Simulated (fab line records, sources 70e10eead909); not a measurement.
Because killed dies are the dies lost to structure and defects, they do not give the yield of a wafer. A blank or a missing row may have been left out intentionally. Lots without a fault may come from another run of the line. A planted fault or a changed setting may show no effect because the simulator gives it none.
fab line records	flow nand-harc
record lots=12	wafers=36	last-day=34
route steps=1302 shown P_GATE@202 P_CONTACT@230
lots that met no fault: from a run of the same line without faults
start-h: hours from the record's opening day to when the first of the lot's shown wafers began	wait-h: hours elapsed since this lot's preceding step	" the same as in the row above	L1.1+2: one row covering several wafers at once	- either no value or no given start	* or withheld: withheld	< > ~ a bound
route shown NAME@n: names a module that has steps shown in the file, with the first one's number in the route	usual: mean/standard deviation of fault-free wafers	same: alike in all rows	chamber/n: place in a boat	sites: per-site readings	_std_site: standard deviation across them	_edge_site: mean of outer sites minus mean of inner sites	radius-mm: for every site, how far away it sits from the centre of the wafer	mask NAME#n: copy n	behind: tool/chamber where the wafer was last shaped	hold: why the lot was held/for how many hours/how that ended	device: the transistor (n, p or np) that didn't switch	end of line: at the end of the route, the tests of the same wafers	step lacking rows: just its recipe	killed: dies lost to structure and defects at the first sort, not the wafer's yield	map: dies across one wafer; x = killed, . = not, _ = none there
set.NAME: the setting as run; set.NAME@STEP: as run at that earlier step	model.NAME: the simulator's own value behind a step, which no gauge read
one table for each step of the route and one row for each wafer, over a sample of lots
services: when a tool's chamber went out of use (start-h, in hours from the record's first day, below 0 if earlier), for how many hours, and the reason
## steps
# step NHARC_P_GATE_DESCUM_93
# recipe time-s=3	o2-flow-sccm=200	ar-flow-sccm=0	bias-power-w=0	chemistry=O2
# usual drypump-motor-current-A=5.5/0.34	oes-product-au=1.005/0.0093	rf-vpp-V=57.9/0.89	showerhead-plenum-p-Torr=1.94/0.071	throttle-valve-pct=11.311/0.0088
lot.wafer	tool	chamber	start-h	wait-h	drypump-motor-current-A	oes-product-au	rf-hours-counter-h	rf-vpp-V	showerhead-plenum-p-Torr	throttle-valve-pct
L301.2	rie-diel-01	3	123.41	-	5.6	1.002	4.3	57.4	1.90	11.292
L301.3	"	0	"	"	5.0	0.997	4.4	57.9	1.97	11.309
L301.5	"	3	"	"	5.6	1.000	-	57.9	1.90	11.308
L303.4	rie-diel-03	3	142.65	-	5.7	1.006	1.6	56.5	1.90	11.308
L303.2	"	0	"	"	5.5	1.001	1.2	57.4	1.85	11.303
L303.6	"	2	"	"	6.0	1.006	-	57.9	2.07	11.315
L305.2	rie-diel-01	1	168.93	-	5.3	1.005	7.0	56.8	1.89	11.308
L305.4	"	2	"	"	5.9	1.027	6.0	57.4	2.01	11.297
L305.6	"	1	"	"	5.3	1.009	-	57.0	1.89	11.330
L306.3	rie-diel-01	1	173.74	-	5.3	1.001	7.1	58.8	1.89	11.316
L306.4	"	2	"	"	5.9	1.022	6.1	57.9	2.01	11.307
L306.6	"	1	"	"	5.3	1.001	-	58.2	1.89	11.311
L307.1	rie-diel-03	1	183.73	-	6.0	0.990	2.9	57.2	2.00	11.302
L307.6	"	0	"	"	5.5	0.994	-	57.1	1.85	11.315
L307.5	"	1	"	"	5.9	0.984	-	57.9	2.00	11.294
L308.2	rie-diel-01	0	199.54	-	5.0	1.003	7.0	58.6	1.97	11.308
L308.6	"	2	"	"	5.9	1.017	-	58.5	2.01	11.301
L308.5	"	3	"	"	5.6	1.004	-	57.1	1.90	11.305
L315.3	rie-diel-01	2	263.63	-	5.9	1.016	2.5	58.8	2.01	11.303
L315.2	"	1	"	"	5.3	1.015	2.4	57.4	1.89	11.297
L315.6	"	3	"	"	5.6	1.001	-	56.3	1.89	11.298
L316.1	rie-diel-03	1	275.27	-	6.0	0.992	7.9	59.7	2.00	11.312
L316.2	"	2	"	"	6.0	1.006	9.1	58.3	2.06	11.307
L316.6	"	0	"	"	5.5	0.999	-	57.6	1.85	11.299
L317.2	rie-diel-01	1	286.72	-	5.3	1.012	3.4	56.8	1.89	11.314
L317.3	"	2	"	"	5.8	0.997	3.6	55.8	2.00	11.293
L317.6	"	1	"	"	5.3	1.000	-	57.8	1.89	11.323
L318.1	rie-diel-08	1	291.58	-	5.1	1.010	8.5	57.8	1.86	11.301
L318.2	"	0	"	"	5.5	1.004	6.8	56.2	1.79	11.303
L318.6	"	1	"	"	5.1	1.015	-	57.7	1.86	11.299
L320.2	rie-diel-03	2	321.64	-	6.0	0.994	1.7	58.5	2.06	11.314
L320.1	"	3	"	"	5.7	0.986	1.7	58.1	1.89	11.306
L320.5	"	2	"	"	6.0	1.006	-	56.9	2.06	11.297
L323.2	rie-diel-01	0	351.77	-	5.0	1.014	5.7	57.0	1.96	11.306
L323.6	"	0	"	"	5.0	1.014	-	57.8	1.96	11.302
L323.5	"	1	"	"	5.3	1.016	-	58.5	1.89	11.315
# step NHARC_P_GATE_RTA_80
# recipe temp-c=300	time-s=30
# usual lamp-power-pct=2.21/0.25	wafer_temp_C_max=301.7/0.4
lot.wafer	tool	chamber	start-h	wait-h	lamp-power-pct	wafer_temp_C_max
L301.2	rtp-anneal-02	0	125.67	-	2.45	301.6
L301.3	"	0	"	"	2.45	301.3
L301.5	"	0	"	"	2.46	301.6
L303.2	rtp-anneal-02	0	144.91	-	2.46	302.1
L303.4	"	0	"	"	2.46	301.7
L303.6	"	0	"	"	2.46	301.8
L305.2	rtp-anneal-01	0	171.51	-	1.95	301.8
L305.4	"	0	"	"	1.96	301.2
L305.6	"	0	"	"	1.95	300.9
L306.3	rtp-anneal-02	0	176.09	-	2.45	301.9
L306.4	"	0	"	"	2.46	301.4
L306.6	"	0	"	"	2.45	301.9
L307.1	rtp-anneal-01	0	185.97	-	1.96	301.8
L307.5	"	0	"	"	1.96	302.0
L307.6	"	0	"	"	1.96	301.3
L308.2	rtp-anneal-01	0	201.82	-	1.96	301.4
L308.5	"	0	"	"	1.96	301.2
L308.6	"	0	"	"	1.96	301.3
L315.2	rtp-anneal-02	0	266.01	-	2.45	302.0
L315.3	"	0	"	"	2.46	301.8
L315.6	"	0	"	"	2.45	301.3
L316.1	rtp-anneal-02	0	277.65	-	2.45	302.3
L316.2	"	0	"	"	2.46	301.7
L316.6	"	0	"	"	2.45	302.4
L317.2	rtp-anneal-01	0	288.99	-	1.96	301.6
L317.3	"	0	"	"	1.95	301.1
L317.6	"	0	"	"	1.95	301.2
L318.1	rtp-anneal-01	0	293.84	-	1.95	301.8
L318.2	"	0	"	"	1.96	302.3
L318.6	"	0	"	"	1.95	301.9
L320.1	rtp-anneal-01	0	323.90	-	1.96	301.9
L320.2	"	0	"	"	1.95	301.1
L320.5	"	0	"	"	1.95	301.6
L323.2	rtp-anneal-02	0	354.06	-	2.46	302.1
L323.5	"	0	"	"	2.45	302.3
L323.6	"	0	"	"	2.45	302.5
# step NHARC_P_CONTACT_PEB_10
# recipe peb-temp-c=100	peb-time-s=65
# usual heater-power-total-W=156.7/0.41	plate-temp-C=100.02/0.12
lot.wafer	tool	chamber	start-h	wait-h	heater-power-total-W	plate-temp-C
L301.2	litho-track-04	0	127.86	0.1	157.1	100.26
L301.3	"	0	"	"	156.1	100.04
L301.5	"	0	"	"	157.2	100.08
L303.2	litho-track-01	0	147.07	0.1	156.6	99.94
L303.4	"	0	"	"	156.5	100.03
L303.6	"	0	"	"	156.2	100.10
L305.2	litho-track-04	0	173.78	0.1	156.6	100.19
L305.4	"	0	"	"	156.0	100.24
L305.6	"	0	"	"	156.4	99.93
L306.3	litho-track-04	0	178.28	0.1	156.1	99.88
L306.4	"	0	"	"	156.8	99.85
L306.6	"	0	"	"	157.1	100.19
L307.1	litho-track-06	0	188.17	0.1	156.7	99.98
L307.5	"	0	"	"	157.0	100.15
L307.6	"	0	"	"	156.8	100.11
L308.2	litho-track-01	0	203.86	0.1	157.0	99.80
L308.5	"	0	"	"	157.2	100.07
L308.6	"	0	"	"	156.7	100.16
L315.2	litho-track-01	0	268.17	0.1	154.5	99.33
L315.3	"	0	"	"	155.1	99.43
L315.6	"	0	"	"	155.0	99.30
L316.1	litho-track-01	0	279.85	0.1	155.0	99.27
L316.2	"	0	"	"	154.6	99.26
L316.6	"	0	"	"	155.2	99.34
L317.2	litho-track-04	0	291.15	0.1	156.7	100.05
L317.3	"	0	"	"	156.8	99.78
L317.6	"	0	"	"	156.7	100.11
L318.1	litho-track-06	0	296.02	0.1	156.7	100.09
L318.2	"	0	"	"	156.1	99.91
L318.6	"	0	"	"	156.3	99.82
L320.1	litho-track-04	0	329.11	0.1	156.6	100.05
L320.2	"	0	"	"	157.1	100.09
L320.5	"	0	"	"	156.8	99.98
L323.2	litho-track-01	0	356.21	0.1	156.4	100.03
L323.5	"	0	"	"	157.0	100.19
L323.6	"	0	"	"	157.0	100.16
# step NHARC_P_CONTACT_CD_MEAS_12
# recipe target-cd-nm=90	landing-energy-ev=500
# usual cd-nm=89.7/0.66
lot.wafer	tool	chamber	start-h	wait-h	cd-nm
L301.2	cd-sem-03	0	127.94	-	89.4
L301.3	"	0	"	"	90.5
L301.5	"	0	"	"	90.2
L303.2	cd-sem-02	0	147.15	-	89.4
L303.4	"	0	"	"	89.3
L303.6	"	0	"	"	90.2
L305.2	cd-sem-02	0	173.86	-	90.0
L305.4	"	0	"	"	89.6
L305.6	"	0	"	"	90.1
L306.3	cd-sem-01	0	178.37	-	90.8
L306.4	"	0	"	"	90.9
L306.6	"	0	"	"	90.8
L307.1	cd-sem-02	0	188.25	-	89.1
L307.5	"	0	"	"	89.4
L307.6	"	0	"	"	89.7
L308.2	cd-sem-03	0	203.94	-	89.2
L308.5	"	0	"	"	89.2
L308.6	"	0	"	"	89.1
L315.2	cd-sem-01	0	268.25	-	85.8
L315.3	"	0	"	"	86.7
L315.6	"	0	"	"	85.8
L316.1	cd-sem-01	0	279.93	-	86.5
L316.2	"	0	"	"	87.0
L316.6	"	0	"	"	86.6
L317.2	cd-sem-03	0	291.23	-	89.9
L317.3	"	0	"	"	90.0
L317.6	"	0	"	"	90.9
L318.1	cd-sem-03	0	296.10	-	88.3
L318.2	"	0	"	"	89.7
L318.6	"	0	"	"	89.6
L320.1	cd-sem-03	0	329.19	-	91.2
L320.2	"	0	"	"	90.2
L320.5	"	0	"	"	90.7
L323.2	cd-sem-03	0	356.29	-	89.7
L323.5	"	0	"	"	89.8
L323.6	"	0	"	"	89.7
# step NHARC_P_CONTACT_INSPECT_14
# usual raw-defect-count=3.9/2.4
lot.wafer	tool	chamber	start-h	wait-h	raw-defect-count
L301.2	defect-inspect-01	-	128.06	0.0	4
L301.3	"	-	"	"	7
L301.5	"	-	"	"	3
L303.2	defect-inspect-01	-	147.28	0.0	1
L303.4	"	-	"	"	2
L303.6	"	-	"	"	14
L305.2	defect-inspect-01	-	173.98	0.0	2
L305.4	"	-	"	"	1
L305.6	"	-	"	"	2
L306.3	defect-inspect-01	-	178.49	0.0	4
L306.4	"	-	"	"	5
L306.6	"	-	"	"	0
L307.1	defect-inspect-02	-	188.37	0.0	5
L307.5	"	-	"	"	2
L307.6	"	-	"	"	3
L308.2	defect-inspect-02	-	204.07	0.0	0
L308.5	"	-	"	"	3
L308.6	"	-	"	"	3
L315.2	defect-inspect-01	-	268.38	0.0	1
L315.3	"	-	"	"	5
L315.6	"	-	"	"	3
L316.1	defect-inspect-02	-	280.06	0.0	3
L316.2	"	-	"	"	5
L316.6	"	-	"	"	1
L317.2	defect-inspect-01	-	291.35	0.0	3
L317.3	"	-	"	"	2
L317.6	"	-	"	"	5
L318.1	defect-inspect-02	-	296.22	0.0	5
L318.2	"	-	"	"	2
L318.6	"	-	"	"	2
L320.1	defect-inspect-02	-	329.31	0.0	1
L320.2	"	-	"	"	2
L320.5	"	-	"	"	6
L323.2	defect-inspect-01	-	356.41	0.0	7
L323.5	"	-	"	"	3
L323.6	"	-	"	"	3
## services
tool	chamber	start-h	hours	kind
rie-diel-03	-	104.30	9.0	pm
rie-diel-01	0	109.31	-	clean
rie-diel-01	3	124.37	6.5	repair
rie-diel-01	0	131.77	10.1	repair
rie-diel-01	-	138.17	1.8	repair
rie-diel-03	0	152.75	22.0	repair
litho-track-01	-	155.00	7.0	pm
rie-diel-08	1	178.56	8.2	repair
litho-track-06	-	179.01	7.0	pm
rie-diel-01	-	183.56	0.4	repair
rie-diel-08	-	190.80	9.0	pm
litho-track-04	-	203.00	7.0	pm
rie-diel-01	-	203.81	9.0	pm
rie-diel-03	0	236.58	10.8	repair
rie-diel-08	-	244.33	0.6	repair
rie-diel-08	2	248.18	3.2	repair
rie-diel-08	3	266.12	7.6	repair
rie-diel-03	1	269.49	1.3	repair
rie-diel-03	0	281.09	10.8	repair
rie-diel-03	-	281.30	9.0	pm
rie-diel-08	0	295.68	2.3	repair
rie-diel-08	-	295.75	0.6	repair
litho-track-01	-	330.00	7.0	pm
litho-track-06	-	354.01	7.0	pm
## key
first-sign step=NHARC_P_CONTACT_PEB_10	reading=plate-temp-C	direction=down	sigmas=5.7	usual=*	struck=*
effect step=NHARC_P_CONTACT_PEB_10	reading=heater-power-total-W	direction=down	sigmas=4.3	usual=*	struck=*
effect step=NHARC_P_CONTACT_CD_MEAS_12	reading=cd-nm	direction=down	sigmas=5	usual=89.7	struck=86.4
met-at NHARC_P_CONTACT_PEB_10
struck-lots L315,L316
tester-left-out L315,L316
not-acting-at NHARC_P_GATE_DESCUM_93,NHARC_P_GATE_RTA_80,NHARC_P_CONTACT_INSPECT_14
onset-between 203.86 268.17
fault kind=process-parameter-drift	tool=litho-track-01	chamber=-	onset-h=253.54	steps=NHARC_P_CONTACT_PEB_10	channel=peb-temp-c	offset=*	shape=step	end-h=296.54	acts-in=*	stated=*
# tester-left-out: of these lots the tester's yield and bins aren't shown, on N5 and GAA mostly nor the transistor test; their killed dies are dies lost to structure and defects alone, not to doping, threshold or leakage, so they don't give the yield
